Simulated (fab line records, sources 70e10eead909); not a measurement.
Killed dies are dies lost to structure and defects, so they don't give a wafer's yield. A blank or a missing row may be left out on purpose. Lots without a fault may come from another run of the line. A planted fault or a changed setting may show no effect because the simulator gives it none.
fab line records | flow nand_harc
record lots=24 wafers=72 last_day=35
route steps=1302 shown P_CONTACT@218 P_M0@267
lots that met no fault: from a run of the same line without faults
start_h: hours from the record's first day to the start of the lot's first wafer shown | wait_h: hours since the lot's step before | " the same as in the row above | L1.1+2: a row that stands for several wafers | - no value, or no start given | * or withheld: withheld | < > ~ a bound
route shown NAME@n: a module of which the file shows steps, and the number in the route of the first | usual: mean/standard deviation of fault-free wafers | same: alike in all rows | chamber/n: place in a boat | sites: the reading at each site | _std_site: their standard deviation | _edge_site: outer sites' mean less inner sites' | radius_mm: how far each site lies from the wafer's centre | mask NAME#n: copy n | behind: the tool/chamber that last shaped the wafer | hold: why the lot was held/for how many hours/how that ended | device: the transistor (n, p or np) that didn't switch | end of line: the same wafers' tests at the end of the route | a step without rows: its recipe alone | killed: dies lost to structure and defects at the first sort, not the wafer's yield | map: a wafer's dies, x killed, . not, _ none there
set.NAME: the setting as run; set.NAME@STEP: as run at that earlier step | model.NAME: the simulator's own value behind a step, which no gauge read
steps of the route over a sample of lots; a table a step, a row a wafer
services: from which hour (start_h, from the record's first day; less than 0 if before it) a tool's chamber was out of use, for how many hours, and why
## steps
# step NHARC_P_CONTACT_DEP_00
# recipe target_thk_a=5000 temp_c=400 pressure_torr=6.5 rf_w=900 teos_flow_sccm=161.4 flow_sccm=2650 target_thk_nm=500 gas=O2 material=SiO2
# usual heater_power_w=562/120 mfc_precursor_sccm=161.4/0.47 showerhead_vpp_V=1877/96 throttle_valve_pct=15.8/0.45
# columns lot.wafer tool chamber start_h wait_h heater_power_w mfc_precursor_sccm showerhead_vpp_V throttle_valve_pct
L074.2 pecvd-02 2 - - 681 161.7 1735 15.9
L074.5 " 2 " " 683 161.3 1735 15.9
L074.6 " 0 " " 611 162.0 1881 15.1
L075.3 pecvd-02 1 - - 590 160.9 1902 16.1
L075.4 " 0 " " 798 161.2 1908 15.0
L075.6 " 1 " " 609 161.1 1913 16.0
L076.2 pecvd-03 0 - - 487 162.1 1889 15.2
L076.4 " 0 " " 356 162.0 1843 15.1
L076.5 " 2 " " 491 161.0 2033 16.7
L077.3 pecvd-02 1 - - 540 160.4 1923 15.6
L077.2 " 2 " " 630 161.2 1791 16.3
L077.1 " 0 " " 679 162.4 1885 15.2
L078.2 pecvd-01 2 - - 605 161.3 1868 15.8
L078.1 " 0 " " 629 160.9 1757 15.7
L078.3 " 1 " " 422 161.1 1871 15.8
L079.2 pecvd-01 1 - - 498 161.9 1871 15.9
L079.4 " 2 " " 619 161.0 1889 15.7
L079.5 " 0 " " 617 162.0 1745 15.7
L080.2 pecvd-01 0 - - 616 159.9 1777 15.6
L080.1 " 1 " " 410 160.6 1849 15.8
L080.5 " 0 " " 635 161.5 1761 16.0
L081.1 pecvd-02 1 182.91 0.3 576 161.9 1902 16.0
L081.4 " 1 " " 593 160.6 1897 15.9
L081.5 " 2 " " 668 160.7 1772 15.9
L082.2 pecvd-01 0 - - 619 161.6 1768 15.6
L082.1 " 1 " " 486 160.7 1835 15.8
L082.6 " 1 " " 514 161.1 1853 15.9
L083.2 pecvd-01 1 - - 457 161.6 1839 15.9
L083.6 " 2 " " 567 161.1 1890 15.8
L083.5 " 0 " " 646 161.2 1775 16.0
L084.2 pecvd-02 0 - - 664 161.9 1897 14.9
L084.4 " 1 " " 519 161.8 1878 16.0
L084.6 " 0 " " 687 161.8 1890 15.3
L085.3 pecvd-01 0 - - 581 161.1 1772 16.2
L085.6 " 0 " " 604 161.3 1774 16.0
L085.5 " 1 " " 439 161.5 1864 15.6
L086.2 pecvd-03 0 - - 430 161.3 1900 15.3
L086.3 " 1 " " 469 161.8 2052 16.5
L086.5 " 2 " " 448 162.1 2039 16.1
L087.2 pecvd-02 1 - - 569 160.5 1896 15.8
L087.3 " 2 " " 693 162.7 1771 15.8
L087.5 " 0 " " 697 161.5 1879 15.3
L089.1 pecvd-01 0 - - 590 162.3 1760 16.1
L089.5 " 0 " " 625 161.2 1761 15.7
L089.6 " 1 " " 371 161.1 1850 16.2
L088.1 pecvd-02 2 - - 666 160.6 1731 15.7
L088.2 " 1 " " 634 161.9 1935 15.8
L088.4 " 2 " " 711 161.7 1754 15.6
L090.2 pecvd-02 1 - - 614 161.6 1913 15.7
L090.3 " 2 " " 702 161.8 1750 15.7
L090.6 " 1 " " 645 161.6 1913 15.6
L091.1 pecvd-02 2 - - 660 161.8 1772 15.5
L091.4 " 1 " " 505 161.7 1921 15.7
L091.5 " 2 " " 694 161.1 1775 15.7
L092.3 pecvd-03 1 - - 441 161.3 2141 16.4
L092.1 " 0 " " 358 161.8 1868 15.3
L092.5 " 0 " " 391 161.4 1888 15.2
L093.3 pecvd-03 0 - - 435 160.1 1872 15.1
L093.6 " 0 " " 456 161.5 1821 15.1
L093.5 " 2 " " 403 162.1 2021 16.3
L094.2 pecvd-03 2 - - 398 161.1 2035 16.1
L094.5 " 0 " " 453 162.3 1872 15.1
L094.4 " 1 " " 456 161.7 2053 16.3
L095.3 pecvd-03 0 - - 473 161.4 1849 15.2
L095.5 " 1 " " 473 161.8 2085 16.4
L095.6 " 2 " " 446 161.4 2023 16.6
L096.2 pecvd-02 2 331.96 0.3 714 161.1 1742 15.7
L096.3 " 0 " " 711 161.5 1857 15.1
L096.5 " 2 " " 570 160.7 1772 15.8
L097.3 pecvd-01 2 - - 619 161.0 1872 15.6
L097.2 " 1 " " 512 161.1 1855 15.8
L097.4 " 1 " " 529 161.4 1875 16.0
# step NHARC_P_CONTACT_ETCH_36
# recipe target_depth_a=2600 over_etch_frac=0.25 time_s=406.25 ion_energy_ev=200 n2_flow_sccm=150 h2_flow_sccm=150 ar_flow_sccm=0 rf_w=400 bias_w=150 chemistry=N2/H2
# usual chamber_pressure_mTorr=30.006/0.026 drypump_motor_current_A=5.6/0.48 n2_flow_sccm=150.0/0.4 oes_product_au=0.999/0.011 rf_vpp_V=431.8/2.2 showerhead_plenum_p_Torr=2.09/0.074 throttle_valve_pct=14.171/0.0083
# columns lot.wafer tool chamber start_h wait_h chamber_pressure_mTorr drypump_motor_current_A n2_flow_sccm oes_product_au rf_hours_counter_h rf_vpp_V showerhead_plenum_p_Torr throttle_valve_pct
L074.2 rie_diel-11 0 - - 30.020 5.5 150.0 1.009 2.2 433.3 2.10 14.170
L074.6 " 3 " " 30.001 5.7 150.3 0.994 - 433.4 2.20 14.183
L074.5 " 0 " " 29.996 5.5 149.9 0.997 - 431.9 2.10 14.174
L075.3 rie_diel-08 2 - - 30.014 6.7 150.0 1.007 3.0 431.9 2.06 14.164
L075.6 " 2 " " 29.986 6.7 150.0 0.998 - 430.6 2.06 14.170
L075.4 " 3 " " 29.993 5.5 149.9 0.991 - 431.6 2.10 14.170
L076.2 rie_diel-11 2 - - 29.962 6.1 149.7 1.009 2.4 434.3 2.18 14.178
L076.4 " 0 " " 29.990 5.5 149.8 1.006 2.8 432.8 2.10 14.179
L076.5 " 3 " " 30.022 5.7 150.5 1.008 - 434.2 2.19 14.165
L077.3 rie_diel-12 2 - - 30.009 5.2 149.9 0.994 1.3 429.5 1.99 14.187
L077.2 " 0 " " 30.008 5.4 149.6 1.006 1.3 430.2 1.99 14.164
L077.1 " 1 " " 30.011 5.5 149.8 0.987 1.0 432.3 2.06 14.183
L078.3 rie_diel-12 3 - - 30.011 5.6 149.8 0.992 1.9 433.9 2.16 14.168
L078.2 " 0 " " 29.997 5.4 149.4 0.993 1.7 428.0 1.99 14.173
L078.1 " 1 " " 30.043 5.5 150.1 0.988 1.3 430.6 2.06 14.184
L079.4 rie_diel-08 2 - - 30.016 6.6 150.0 0.999 4.4 431.2 2.06 14.181
L079.2 " 3 " " 29.971 5.6 149.7 0.992 4.0 431.5 2.10 14.167
L079.5 " 2 " " 29.952 6.6 150.5 0.996 - 431.4 2.06 14.152
L080.2 rie_diel-08 0 - - 30.018 5.7 148.8 0.996 3.7 435.1 2.18 14.172
L080.1 " 1 " " 29.996 5.1 149.8 0.989 4.6 429.5 1.99 14.157
L080.5 " 2 " " 29.969 6.7 150.0 1.008 - 430.5 2.06 14.180
L081.4 rie_diel-12 3 - - 30.013 5.6 150.2 0.998 2.6 433.5 2.16 14.173
L081.1 " 0 " " 30.009 5.4 149.5 1.008 2.3 429.0 1.99 14.168
L081.5 " 3 " " 29.989 5.6 150.1 0.993 - 432.9 2.16 14.160
L082.2 rie_diel-11 0 - - 30.012 5.5 149.8 1.004 6.9 431.5 2.10 14.169
L082.1 " 3 " " 30.038 5.6 150.2 1.000 6.6 433.7 2.19 14.176
L082.6 " 0 " " 30.012 5.5 149.4 1.008 - 431.8 2.10 14.163
L083.2 rie_diel-08 2 - - 30.028 6.7 149.4 0.994 0.6 429.7 2.06 14.164
L083.6 " 0 " " 29.970 5.8 150.1 0.986 - 433.2 2.18 14.180
L083.5 " 1 " " 29.987 5.1 150.4 1.013 - 428.7 1.99 14.160
L084.4 rie_diel-08 1 - - 30.030 5.1 150.3 1.004 1.0 428.7 1.99 14.176
L084.2 " 2 " " 29.985 6.7 150.4 0.992 0.9 431.0 2.06 14.163
L084.6 " 3 " " 30.003 5.5 150.4 0.980 - 430.4 2.10 14.165
L085.3 rie_diel-12 2 - - 30.012 5.2 149.8 1.011 3.5 430.4 1.99 14.188
L085.6 " 1 " " 30.007 5.5 149.5 0.987 - 431.9 2.06 14.175
L085.5 " 2 " " 29.998 5.2 149.7 0.999 - 429.7 1.99 14.174
L086.3 rie_diel-12 0 - - 30.016 5.5 150.0 0.994 3.6 430.8 1.99 14.173
L086.2 " 2 " " 30.022 5.2 149.8 1.011 4.0 429.8 1.99 14.174
L086.5 " 3 " " 30.007 5.6 149.4 0.998 - 433.8 2.16 14.172
L087.3 rie_diel-08 0 - - 29.983 5.8 150.6 1.001 2.0 434.3 2.18 14.157
L087.2 " 1 " " 29.986 5.1 149.4 1.015 1.8 428.9 1.99 14.160
L087.5 " 3 " " 29.999 5.6 150.2 0.981 - 432.8 2.10 14.171
L089.1 rie_diel-12 2 - - 30.009 5.2 149.8 1.014 4.7 429.4 1.99 14.172
L089.6 " 2 " " 29.947 5.2 150.1 1.002 - 428.8 1.99 14.171
L089.5 " 3 " " 30.010 5.6 149.7 0.998 - 434.3 2.16 14.162
L088.1 rie_diel-12 3 - - 30.021 5.6 150.3 0.996 5.3 434.3 2.16 14.175
L088.2 " 0 " " 30.073 5.5 150.5 1.001 4.7 429.6 1.99 14.169
L088.4 " 1 " " 30.034 5.5 150.7 1.007 4.3 431.7 2.06 14.175
L090.3 rie_diel-12 2 - - 30.035 5.2 150.2 0.993 0.1 429.0 1.99 14.167
L090.2 " 0 " " 30.020 5.4 149.5 0.981 0.1 429.8 1.99 14.173
L090.6 " 1 " " 30.053 5.5 148.9 0.977 - 430.0 2.06 14.164
L091.1 rie_diel-11 1 - - 29.968 4.7 150.4 0.989 1.0 428.8 2.02 14.173
L091.4 " 2 " " 30.009 6.1 150.8 1.011 1.4 434.7 2.18 14.170
L091.5 " 0 " " 29.986 5.5 149.8 0.982 - 432.1 2.10 14.182
L092.1 rie_diel-08 1 - - 29.959 5.1 149.9 0.993 3.0 431.0 1.99 14.188
L092.3 " 2 " " 29.991 6.7 150.1 0.993 3.3 430.0 2.06 14.185
L092.5 " 0 " " 30.021 5.8 150.3 0.980 - 432.9 2.17 14.161
L093.3 rie_diel-11 3 - - 30.012 5.7 149.0 1.023 2.8 434.5 2.19 14.176
L093.6 " 2 " " 29.989 6.2 150.0 1.010 - 433.8 2.18 14.171
L093.5 " 3 " " 29.994 5.7 149.8 1.014 - 435.4 2.19 14.165
L094.2 rie_diel-11 2 - - 30.015 6.1 150.1 1.013 3.7 433.6 2.18 14.172
L094.4 " 0 " " 30.001 5.5 150.2 0.998 2.9 432.8 2.10 14.185
L094.5 " 1 " " 29.986 4.7 150.3 1.006 - 429.9 2.02 14.158
L095.3 rie_diel-08 1 - - 29.988 5.1 150.2 1.004 4.0 429.6 1.99 14.165
L095.5 " 2 " " 30.025 6.7 150.1 0.999 - 430.2 2.06 14.185
L095.6 " 3 " " 29.999 5.5 149.8 0.983 - 432.2 2.10 14.165
L096.3 rie_diel-11 1 - - 30.013 4.7 150.5 0.986 3.6 429.9 2.02 14.171
L096.2 " 3 " " 30.024 5.6 150.1 1.016 4.4 433.9 2.19 14.177
L096.5 " 2 " " 29.965 6.1 150.2 1.013 - 435.3 2.18 14.165
L097.4 rie_diel-11 2 - - 30.047 6.1 149.4 1.013 5.0 435.1 2.18 14.162
L097.2 " 3 " " 30.034 5.7 149.8 1.010 4.8 434.7 2.19 14.164
L097.3 " 1 " " 29.982 4.7 150.2 0.996 4.0 428.8 2.02 14.178
# step NHARC_P_M0_ETCH_34
# recipe target_depth_a=400 overetch_a=120 time_s=43.94 ion_energy_ev=200 n2_flow_sccm=150 h2_flow_sccm=150 ar_flow_sccm=0 rf_w=400 bias_w=150 chemistry=N2/H2
# usual chamber_pressure_mTorr=29.995/0.026 drypump_motor_current_A=5.5/0.53 n2_flow_sccm=150.0/0.47 oes_product_au=1.002/0.0083 rf_vpp_V=428.7/2.4 showerhead_plenum_p_Torr=1.97/0.078 throttle_valve_pct=14.170/0.01
# columns lot.wafer tool chamber start_h wait_h chamber_pressure_mTorr drypump_motor_current_A n2_flow_sccm oes_product_au rf_hours_counter_h rf_vpp_V showerhead_plenum_p_Torr throttle_valve_pct
L074.2 rie_diel-04 3 122.86 0.1 30.000 6.6 149.7 0.986 39 428.0 1.91 14.152
L074.6 " 3 " " 29.962 6.6 149.7 0.972 - 425.5 1.91 14.171
L074.5 " 0 " " 30.038 5.5 149.6 1.009 - 430.1 2.03 14.179
L075.4 rie_diel-09 2 129.48 0.1 30.009 4.7 150.7 1.016 27 427.3 1.94 14.164
L075.3 " 1 " " 29.962 6.0 149.6 1.006 24 426.1 1.91 14.159
L075.6 " 2 " " 29.995 4.7 150.3 1.014 - 427.5 1.94 14.168
L076.4 rie_diel-05 2 138.62 0.1 30.003 5.7 150.7 1.014 24 425.9 1.92 14.181
L076.2 " 3 " " 29.940 5.3 150.0 0.999 23 433.3 2.13 14.156
L076.5 " 0 " " 29.953 6.0 149.6 1.005 - 428.5 1.95 14.150
L077.3 rie_diel-09 0 152.19 0.1 30.012 5.2 149.8 1.003 0 429.4 2.01 14.141
L077.2 " 1 " " 30.008 6.0 149.7 1.002 0 427.1 1.91 14.167
L077.1 " 2 " " 29.990 4.7 150.0 1.011 0 427.4 1.94 14.167
L078.2 rie_diel-09 1 160.09 0.1 30.000 6.1 150.0 1.001 0 426.7 1.91 14.163
L078.1 " 2 " " 30.046 4.6 149.7 1.004 0 427.2 1.94 14.175
L078.3 " 0 " " 30.007 5.2 150.4 1.004 0 431.6 2.01 14.163
L079.2 rie_diel-09 1 174.92 0.1 29.996 6.0 150.2 1.005 4 427.4 1.91 14.166
L079.4 " 2 " " 30.004 4.7 149.7 1.007 4 427.9 1.93 14.174
L079.5 " 2 " " 30.021 4.7 150.2 0.995 - 428.1 1.93 14.160
L080.2 rie_diel-05 1 185.43 0.9 29.990 4.9 149.4 0.997 36 433.3 2.12 14.171
L080.1 " 0 " " 29.952 6.0 149.8 0.980 41 428.5 1.95 14.152
L080.5 " 2 " " 30.044 5.7 149.9 1.001 - 427.7 1.92 14.189
L081.4 rie_diel-04 2 188.85 0.1 29.940 5.2 149.7 1.007 0 434.3 2.10 14.180
L081.1 " 3 " " 29.990 6.5 150.3 1.006 0 427.3 1.90 14.168
L081.5 " 0 " " 30.013 5.5 150.4 0.985 - 429.9 2.02 14.162
L082.1 rie_diel-09 0 212.21 0.1 29.989 5.2 150.3 1.005 12 430.2 2.01 14.160
L082.2 " 1 " " 30.026 6.0 150.1 1.003 13 427.2 1.91 14.177
L082.6 " 2 " " 30.012 4.6 149.7 0.997 - 426.5 1.93 14.186
L083.2 rie_diel-05 1 216.24 0.1 30.000 4.9 149.5 1.016 47 432.1 2.11 14.161
L083.5 " 2 " " 29.994 5.8 149.7 1.006 - 428.1 1.92 14.181
L083.6 " 3 " " 29.965 5.2 150.4 1.000 - 432.5 2.12 14.168
L084.4 rie_diel-05 1 224.68 0.1 29.952 4.9 150.6 1.013 49 433.4 2.11 14.172
L084.2 " 2 " " 29.997 5.7 150.0 1.002 51 426.6 1.91 14.172
L084.6 " 2 " " 29.979 5.7 150.3 1.005 - 426.3 1.92 14.169
L085.3 rie_diel-09 1 229.17 0.1 30.018 6.0 150.0 0.998 14 427.8 1.91 14.171
L085.5 " 2 " " 29.981 4.7 149.0 0.991 - 427.5 1.93 14.161
L085.6 " 3 " " 30.001 5.5 149.7 0.994 - 426.5 1.88 14.176
L086.3 rie_diel-09 1 237.98 0.1 29.962 6.0 150.8 0.998 15 427.4 1.91 14.175
L086.2 " 3 " " 29.976 5.6 149.5 0.994 12 427.3 1.88 14.171
L086.5 " 1 " " 29.953 6.0 150.1 1.000 - 427.5 1.91 14.159
L087.3 rie_diel-05 3 266.35 0.1 29.991 5.2 149.9 1.019 9 431.7 2.12 14.175
L087.2 " 0 " " 29.998 6.0 149.7 1.007 8 428.2 1.94 14.163
L087.5 " 2 " " 29.996 5.7 150.3 1.007 - 427.0 1.91 14.167
L089.1 rie_diel-09 1 266.61 0.1 29.967 6.0 150.1 0.988 21 426.4 1.90 14.158
L089.5 " 2 " " 29.998 4.7 149.8 0.998 - 426.8 1.93 14.188
L089.6 " 1 " " 30.011 6.0 150.1 1.000 - 426.6 1.90 14.170
L088.2 rie_diel-04 1 267.43 0.1 30.008 5.6 150.4 1.003 30 428.4 2.00 14.161
L088.1 " 2 " " 30.007 5.2 149.8 1.012 30 432.5 2.09 14.150
L088.4 " 3 " " 29.986 6.6 150.2 0.996 24 426.0 1.90 14.167
L090.2 rie_diel-09 3 282.13 0.1 30.029 5.6 150.6 0.999 20 426.6 1.88 14.184
L090.3 " 0 " " 29.969 5.2 150.1 1.002 24 430.7 2.00 14.172
L090.6 " 3 " " 30.003 5.5 150.0 0.996 - 425.1 1.88 14.194
L091.4 rie_diel-04 3 291.06 0.1 30.021 6.6 150.4 0.991 33 428.6 1.89 14.190
L091.1 " 0 " " 30.020 5.5 150.6 0.997 34 429.6 2.01 14.186
L091.5 " 3 " " 30.020 6.6 150.3 0.992 - 426.3 1.89 14.190
L092.1 rie_diel-09 0 310.69 0.1 29.991 5.2 149.8 1.001 27 428.9 2.00 14.183
L092.3 " 1 " " 29.980 6.0 150.5 0.991 28 427.5 1.90 14.178
L092.5 " 3 " " 29.981 5.6 149.7 0.994 - 424.4 1.88 14.161
L093.3 rie_diel-04 2 314.21 0.1 30.013 5.2 149.7 1.002 47 431.1 2.09 14.177
L093.5 " 2 " " 29.960 5.2 149.8 1.005 - 431.8 2.09 14.165
L093.6 " 3 " " 29.997 6.5 149.8 1.015 - 424.2 1.89 14.179
L094.4 rie_diel-04 0 320.30 0.1 30.014 5.5 149.2 1.014 44 430.3 2.01 14.171
L094.2 " 2 " " 30.007 5.2 150.1 0.999 47 431.2 2.09 14.162
L094.5 " 0 " " 29.962 5.4 149.1 1.000 - 430.7 2.01 14.172
L095.3 rie_diel-09 3 337.76 0.1 30.010 5.6 149.7 1.004 1 426.5 1.88 14.151
L095.5 " 0 " " 29.970 5.2 150.7 1.022 - 428.6 2.00 14.167
L095.6 " 1 " " 29.982 6.0 150.1 1.006 - 425.9 1.90 14.152
L096.2 rie_diel-04 2 337.90 0.1 29.976 5.2 150.8 1.017 51 431.7 2.08 14.163
L096.3 " 3 " " 29.991 6.6 150.6 1.003 47 426.1 1.89 14.173
L096.5 " 2 " " 29.984 5.2 150.3 1.012 - 431.3 2.08 14.173
L097.4 rie_diel-04 0 353.59 0.1 29.977 5.4 149.6 1.002 54 429.3 2.00 14.181
L097.2 " 1 " " 30.032 5.6 149.4 1.006 59 429.0 1.99 14.170
L097.3 " 2 " " 30.009 5.2 150.2 1.002 63 431.2 2.08 14.158
# step NHARC_P_M0_DEGAS_28
# recipe temp_c=250 time_s=60
# usual heater_power_w=333/33
# columns lot.wafer tool chamber start_h wait_h heater_power_w
L074.2 pvd_sputter-02 - 123.73 - 335
L074.6 " - " " 329
L074.5 " - " " 353
L075.3 pvd_sputter-02 - 130.32 - 313
L075.4 " - " " 340
L075.6 " - " " 351
L076.4 pvd_sputter-02 - 139.45 - 339
L076.2 " - " " 355
L076.5 " - " " 380
L077.1 pvd_sputter-03 - 153.01 - 295
L077.2 " - " " 365
L077.3 " - " " 354
L078.3 pvd_sputter-03 - 160.97 - 334
L078.2 " - " " 348
L078.1 " - " " 358
L079.2 pvd_sputter-02 - 175.75 - 336
L079.4 " - " " 303
L079.5 " - " " 337
L080.2 pvd_sputter-02 - 186.38 - 356
L080.1 " - " " 303
L080.5 " - " " 306
L081.1 pvd_sputter-02 - 189.67 - 351
L081.4 " - " " 395
L081.5 " - " " 309
L082.2 pvd_sputter-03 - 213.05 - 334
L082.1 " - " " 310
L082.6 " - " " 308
L083.2 pvd_sputter-02 - 217.07 - 335
L083.6 " - " " 305
L083.5 " - " " 390
L084.2 pvd_sputter-01 - 225.51 - 286
L084.4 " - " " 279
L084.6 " - " " 288
L085.3 pvd_sputter-02 - 229.99 - 338
L085.5 " - " " 377
L085.6 " - " " 340
L086.3 pvd_sputter-03 - 238.81 - 311
L086.2 " - " " 289
L086.5 " - " " 362
L087.3 pvd_sputter-03 - 267.17 - 368
L087.2 " - " " 293
L087.5 " - " " 373
L089.1 pvd_sputter-02 - 267.56 - 348
L089.6 " - " " 310
L089.5 " - " " 397
L088.2 pvd_sputter-01 - 268.33 - 345
L088.4 " - " " 281
L088.1 " - " " 365
L090.3 pvd_sputter-01 - 282.96 - 289
L090.2 " - " " 372
L090.6 " - " " 347
L091.4 pvd_sputter-01 - 292.15 - 281
L091.1 " - " " 343
L091.5 " - " " 274
L092.3 pvd_sputter-01 - 311.52 - 286
L092.1 " - " " 284
L092.5 " - " " 271
L093.3 pvd_sputter-02 - 315.04 - 295
L093.5 " - " " 341
L093.6 " - " " 305
L094.2 pvd_sputter-03 - 321.13 - 287
L094.4 " - " " 370
L094.5 " - " " 333
L095.3 pvd_sputter-02 - 338.63 - 339
L095.6 " - " " 334
L095.5 " - " " 304
L096.2 pvd_sputter-03 - 338.73 - 325
L096.3 " - " " 317
L096.5 " - " " 315
L097.4 pvd_sputter-02 - 354.57 - 352
L097.2 " - " " 296
L097.3 " - " " 375
# step NHARC_P_M0_ANNEAL_30
# recipe temp_c=225 time_s=90
# usual anneal_temp_c_max=226.21/0.26 wafer_temp_C_max=226.5/0.31
# columns lot.wafer tool chamber start_h wait_h anneal_temp_c_max wafer_temp_C_max
L074.2 rtp_anneal-02 0 124.52 - 225.81 227.0
L074.5 " 0 " " 226.21 226.5
L074.6 " 0 " " 225.97 226.9
L075.3 rtp_anneal-02 0 131.15 - 226.16 226.5
L075.4 " 0 " " 226.64 226.9
L075.6 " 0 " " 225.98 226.5
L076.2 rtp_anneal-02 0 140.23 - 226.17 226.3
L076.4 " 0 " " 226.18 226.7
L076.5 " 0 " " 226.27 226.8
L077.1 rtp_anneal-02 0 153.78 0.4 226.44 226.6
L077.2 " 0 " " 226.40 226.7
L077.3 " 0 " " 226.56 227.4
L078.1 rtp_anneal-01 0 161.71 - 226.27 226.6
L078.2 " 0 " " 226.11 226.2
L078.3 " 0 " " 226.14 226.2
L079.2 rtp_anneal-01 0 176.54 0.4 226.19 227.1
L079.4 " 0 " " 226.18 226.5
L079.5 " 0 " " 226.37 226.8
L080.1 rtp_anneal-01 0 187.12 0.3 226.42 226.7
L080.2 " 0 " " 225.85 226.2
L080.5 " 0 " " 226.06 226.2
L081.1 rtp_anneal-02 0 190.41 - 226.21 226.5
L081.4 " 0 " " 226.08 227.1
L081.5 " 0 " " 226.23 226.7
L082.1 rtp_anneal-01 0 213.82 0.3 226.03 226.7
L082.2 " 0 " " 226.05 226.6
L082.6 " 0 " " 226.38 226.0
L083.2 rtp_anneal-01 0 217.85 - 226.35 226.2
L083.5 " 0 " " 226.26 226.0
L083.6 " 0 " " 226.36 226.7
L084.2 rtp_anneal-01 0 226.30 0.4 226.08 226.3
L084.4 " 0 " " 226.11 226.3
L084.6 " 0 " " 226.45 226.2
L085.3 rtp_anneal-01 0 230.96 0.4 226.27 226.4
L085.5 " 0 " " 226.57 226.7
L085.6 " 0 " " 226.16 226.8
L086.2 rtp_anneal-01 0 239.60 - 226.50 226.4
L086.3 " 0 " " 226.31 226.4
L086.5 " 0 " " 226.23 226.0
L087.2 rtp_anneal-01 0 267.97 - 225.84 226.9
L087.3 " 0 " " 226.35 226.5
L087.5 " 0 " " 226.35 226.3
L089.1 rtp_anneal-02 0 268.30 - 226.23 226.4
L089.5 " 0 " " 226.49 226.6
L089.6 " 0 " " 225.71 226.7
L088.1 rtp_anneal-01 0 269.06 0.3 225.77 225.9
L088.2 " 0 " " 226.31 226.2
L088.4 " 0 " " 225.92 226.2
L090.2 rtp_anneal-02 0 283.77 - 226.29 226.3
L090.3 " 0 " " 225.85 227.0
L090.6 " 0 " " 226.24 226.6
L091.1 rtp_anneal-01 0 293.02 - 226.73 226.5
L091.4 " 0 " " 226.15 226.6
L091.5 " 0 " " 226.52 226.9
L092.1 rtp_anneal-01 0 312.28 0.3 226.41 226.3
L092.3 " 0 " " 226.35 226.4
L092.5 " 0 " " 226.13 227.0
L093.3 rtp_anneal-02 0 315.91 - 226.09 226.6
L093.5 " 0 " " 225.96 226.9
L093.6 " 0 " " 225.78 226.8
L094.2 rtp_anneal-01 0 321.93 0.3 226.13 226.2
L094.4 " 0 " " 226.39 226.1
L094.5 " 0 " " 225.66 226.7
L095.3 rtp_anneal-02 0 339.47 0.3 226.39 226.7
L095.5 " 0 " " 226.16 226.7
L095.6 " 0 " " 226.17 227.0
L096.2 rtp_anneal-01 0 339.72 0.3 226.46 226.6
L096.3 " 0 " " 226.61 226.8
L096.5 " 0 " " 226.34 226.5
L097.2 rtp_anneal-02 0 355.37 0.3 225.73 226.4
L097.3 " 0 " " 225.66 226.4
L097.4 " 0 " " 225.64 226.1
# step NHARC_P_M0_INSPECT_27
# usual raw_defect_count=321/130
# columns lot.wafer tool chamber start_h wait_h raw_defect_count
L074.2 defect_inspect-02 - 125.31 0.0 270
L074.5 " - " " 189
L074.6 " - " " 208
L075.3 defect_inspect-02 - 131.86 0.0 380
L075.4 " - " " 322
L075.6 " - " " 246
L076.2 defect_inspect-02 - 141.00 0.0 344
L076.4 " - " " 200
L076.5 " - " " 218
L077.1 defect_inspect-02 - 154.60 0.0 621
L077.2 " - " " 362
L077.3 " - " " 436
L078.1 defect_inspect-02 - 162.52 0.0 152
L078.2 " - " " 455
L078.3 " - " " 610
L079.2 defect_inspect-01 - 177.31 0.0 271
L079.4 " - " " 300
L079.5 " - " " 523
L080.1 defect_inspect-01 - 187.94 0.0 456
L080.2 " - " " 231
L080.5 " - " " 264
L081.1 defect_inspect-01 - 191.23 0.0 280
L081.4 " - " " 266
L081.5 " - " " 325
L082.1 defect_inspect-01 - 214.71 0.0 283
L082.2 " - " " 199
L082.6 " - " " 226
L083.2 defect_inspect-02 - 218.61 0.0 251
L083.5 " - " " 191
L083.6 " - " " 136
L084.2 defect_inspect-01 - 227.07 0.0 241
L084.4 " - " " 261
L084.6 " - " " 210
L085.3 defect_inspect-01 - 231.67 0.0 465
L085.5 " - " " 385
L085.6 " - " " 469
L086.2 defect_inspect-02 - 240.37 0.0 215
L086.3 " - " " 161
L086.5 " - " " 304
L087.2 defect_inspect-01 - 268.73 0.0 258
L087.3 " - " " 294
L087.5 " - " " 716
L089.1 defect_inspect-01 - 269.13 0.0 257
L089.5 " - " " 261
L089.6 " - " " 176
L088.1 defect_inspect-02 - 269.87 0.0 377
L088.2 " - " " 345
L088.4 " - " " 688
L090.2 defect_inspect-01 - 284.54 0.0 386
L090.3 " - " " 327
L090.6 " - " " 244
L091.1 defect_inspect-01 - 293.84 0.0 418
L091.4 " - " " 353
L091.5 " - " " 299
L092.1 defect_inspect-01 - 313.10 0.0 123
L092.3 " - " " 215
L092.5 " - " " 300
L093.3 defect_inspect-02 - 316.62 0.0 260
L093.5 " - " " 376
L093.6 " - " " 806
L094.2 defect_inspect-01 - 322.70 0.0 344
L094.4 " - " " 242
L094.5 " - " " 331
L095.3 defect_inspect-02 - 340.18 0.0 359
L095.5 " - " " 259
L095.6 " - " " 223
L096.2 defect_inspect-02 - 340.49 0.0 483
L096.3 " - " " 512
L096.5 " - " " 387
L097.2 defect_inspect-02 - 356.14 0.0 187
L097.3 " - " " 184
L097.4 " - " " 246
## services
# columns tool chamber start_h hours kind
rie_diel-09 2 96.30 3.0 repair
pvd_sputter-02 - 104.05 10.0 pm
rie_diel-12 1 105.35 14.8 repair
pecvd-01 0 108.54 3.6 repair
pecvd-01 - 112.10 3.7 repair
rie_diel-04 1 121.53 6.0 repair
rie_diel-08 0 123.81 8.2 repair
pecvd-01 - 130.34 13.0 pm
rie_diel-09 - 143.10 9.0 pm
pecvd-02 0 153.90 4.2 repair
rie_diel-04 3 155.09 15.0 repair
rie_diel-09 3 155.93 7.5 repair
pecvd-01 - 169.81 0.5 repair
rie_diel-04 3 177.06 9.2 repair
pecvd-02 0 177.96 21.5 repair
pecvd-02 2 190.80 22.0 repair
pecvd-02 - 227.35 13.0 pm
rie_diel-09 3 263.12 8.4 repair
pvd_sputter-02 - 282.05 10.0 pm
rie_diel-09 0 287.59 4.8 repair
rie_diel-09 1 296.57 3.3 repair
rie_diel-09 - 320.10 9.0 pm
pecvd-02 1 328.06 10.2 repair
rie_diel-09 1 347.14 7.6 repair
## key
fault none
